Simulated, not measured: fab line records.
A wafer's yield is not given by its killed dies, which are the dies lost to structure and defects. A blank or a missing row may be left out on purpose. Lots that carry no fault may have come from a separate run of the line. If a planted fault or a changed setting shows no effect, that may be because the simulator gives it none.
Chamber matching :: flow n5_finfet :: N5_BEOL_M0_SAQP_MANDREL2_REMOVE_110 on rie_si-01: 4 sister chambers
The step chemistry HBr/Cl2/O2, target a-Si, stops on SiCN, bt time 10 s. 4 wafers are shown with their chamber, then 12 later ones without.

WAFERS, EACH WITH ITS CHAMBER
wafer: L082.4
chamber: 3
throttle_valve_pct (%): 37.0

wafer: L089.2
chamber: 0
throttle_valve_pct (%): 36.7

wafer: L089.4
chamber: 1
throttle_valve_pct (%): 36.5

wafer: L089.5
chamber: 2
throttle_valve_pct (%): 37.5

WAFERS MISSING THEIR CHAMBER
wafer: L091.2
throttle_valve_pct (%): 36.5

wafer: L091.4
throttle_valve_pct (%): 37.2

wafer: L091.5
throttle_valve_pct (%): 36.7

wafer: L094.2
throttle_valve_pct (%): 37.2

wafer: L094.3
throttle_valve_pct (%): 36.7

wafer: L094.4
throttle_valve_pct (%): 36.5

wafer: L095.3
throttle_valve_pct (%): 37.5

wafer: L095.4
throttle_valve_pct (%): 36.7

wafer: L095.5
throttle_valve_pct (%): 36.5

wafer: L097.2
throttle_valve_pct (%): 37.2

wafer: L097.4
throttle_valve_pct (%): 36.7

wafer: L097.6
throttle_valve_pct (%): 37.2

WHICH CHAMBER EACH WENT THROUGH
wafer: L091.2
from the rows above: can't be placed: 1 or 0
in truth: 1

wafer: L091.4
from the rows above: can't be placed: 3 or 2
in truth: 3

wafer: L091.5
from the rows above: can't be placed: 0 or 1
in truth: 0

wafer: L094.2
from the rows above: can't be placed: 3 or 2
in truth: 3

wafer: L094.3
from the rows above: can't be placed: 0 or 1
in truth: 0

wafer: L094.4
from the rows above: can't be placed: 1 or 0
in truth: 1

wafer: L095.3
from the rows above: 2
in truth: 2

wafer: L095.4
from the rows above: can't be placed: 0 or 1
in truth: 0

wafer: L095.5
from the rows above: can't be placed: 1 or 0
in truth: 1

wafer: L097.2
from the rows above: can't be placed: 3 or 2
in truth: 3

wafer: L097.4
from the rows above: can't be placed: 0 or 1
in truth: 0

wafer: L097.6
from the rows above: can't be placed: 3 or 2
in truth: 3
1 of 12 placed correctly. Unplaceable from these rows: 11, with the true chamber sitting among the candidates in 11. Wrongly placed: 0.
How it was worked out, from the rows above alone: a wafer's distance from a chamber is the root of the sum, over the readings, of the square of ((its reading less the chamber's mean) divided by the reading's scatter). The wafer belongs to the nearest chamber; if the next one is less than 2 further off, it can't be placed. The mean given for a chamber averages the wafers shown for that chamber. The scatter: root of mean squared gap, hidden wafer to nearest shown wafer, with one shown wafer a chamber.
